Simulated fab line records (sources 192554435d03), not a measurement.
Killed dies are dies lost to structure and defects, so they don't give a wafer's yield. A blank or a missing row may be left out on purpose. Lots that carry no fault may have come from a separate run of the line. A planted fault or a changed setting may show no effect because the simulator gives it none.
Lot-split experiment ; flow n5_finfet ; on a route of 1938 steps: 7 lots, 21 wafers read

== THE SPLIT ITSELF ==
At N5_BEOL_M7_PECVD_70 (deposits SiO2 from TEOS/O2, target thk 20 nm, time 22.7 s), the setting temp_c was moved away from the recipe's 400 C on 8 of the 21 wafers read, by -4.4% to +4.4%. This setting was run at the recipe's value on the other wafers.

The reading is taken at the split's own step.

== THE READING ==
SiO2_of_BEOL_M7_PECVD_70.thk_nm (the simulator's own value, which no gauge read), in nm, at N5_BEOL_M7_PECVD_70 (deposits SiO2 from TEOS/O2, target thk 20 nm, time 22.7 s). The file does not state a usual value for it. Here, 13 wafers ran the recipe; their average is 20.0 nm with a standard deviation of 0.22 nm.

wafer;tool, chamber at the split;temp_c as run, C;against the recipe;SiO2_of_BEOL_M7_PECVD_70.thk_nm, nm;against lot-mates on the recipe
L078.3;pecvd-04, 1;382.2;-4.4%;22.2;no lot-mate on the recipe
L078.4;pecvd-04, 2,0;382.2;-4.4%;22.8;no lot-mate on the recipe
L078.6;pecvd-04, 2,0;382.2;-4.4%;22.8;no lot-mate on the recipe
L079.1;pecvd-04, 0;385.7;-3.6%;21.8;+1.7
L079.3;pecvd-04, 2;400;recipe;19.8;-
L079.5;pecvd-04, 0;400;recipe;20.4;-
L083.2;pecvd-02, 2;400;recipe;19.8;-
L083.5;pecvd-02, 2,1;400;recipe;20;-
L083.6;pecvd-02, 2,1;400;recipe;20;-
L084.2;pecvd-03, 2;417.7;+4.4%;17.4;-2.6
L084.3;pecvd-03, 1;400;recipe;19.8;-
L084.4;pecvd-03, 2;400;recipe;20.2;-
L085.1;pecvd-02, 0;400;recipe;19.6;-
L085.5;pecvd-02, 1,0;400;recipe;20.2;-
L085.6;pecvd-02, 1,0;400;recipe;20.2;-
L088.1;pecvd-02, 2,1;400;recipe;20.2;-
L088.5;pecvd-02, 2,1;400;recipe;20.2;-
L088.3;pecvd-02, 1;415.5;+3.9%;17.6;-2.6
L087.1;pecvd-03, 2,1;414.2;+3.5%;18;-2.0
L087.3;pecvd-03, 2,1;414.2;+3.5%;18;-2.0
L087.2;pecvd-03, 0;400;recipe;20;-
If several chambers appear in one row, that row covers several wafers at once and the file leaves open which wafer was in which chamber.

THE FIT
A straight line over all 21 wafers: SiO2_of_BEOL_M7_PECVD_70.thk_nm changes by -0.577 nm for each +1% of temp_c; r = -0.99; the points scatter about the line by 0.23 nm.
The same after taking each lot's own level away (the mean of its wafers on the recipe; 18 wafers): -0.57 nm for each +1%; r = -0.98; scatter 0.22 nm.
That fit puts the effect of the largest move of temp_c on the reading at 2.5 nm.
The span of the lots' own levels, 19.93 to 20.20 nm, comes to 1.2 times the standard deviation stated above.
Consequently the slope shifts little with the lot-to-lot level, the two slopes agreeing.
Check: with one of the wafers moved furthest among these (+4.4%) left out of the fit, the line predicts -2.55 nm for it against its lot-mates. It came out at -2.6 nm against them.

== ADDITIONAL SPLITS CARRIED BY THESE WAFERS ==
Other splits were also applied to these wafers ahead of the reading. Each is held against what the fit with the lots' levels taken away leaves over:
other split on the same wafers;wafers away from the commonest value;r with SiO2_of_BEOL_M7_PECVD_70.thk_nm (lot level and that fit taken away)
N5_BEOL_M5_COAT_22 spin_rpm;8;-0.15
N5_BEOL_M6_PECVD_70 temp_c;5;+0.27
N5_BEOL_M6_EXPOSE_08 dose_mj;8;-0.11
N5_BEOL_M7_ILD_DEP_00 time_s;6;+0.00

== FILE'S OWN FIT ==
SiO2_of_BEOL_M7_PECVD_70.thk_nm changes by -0.579 nm for each +1% of temp_c, r = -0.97.
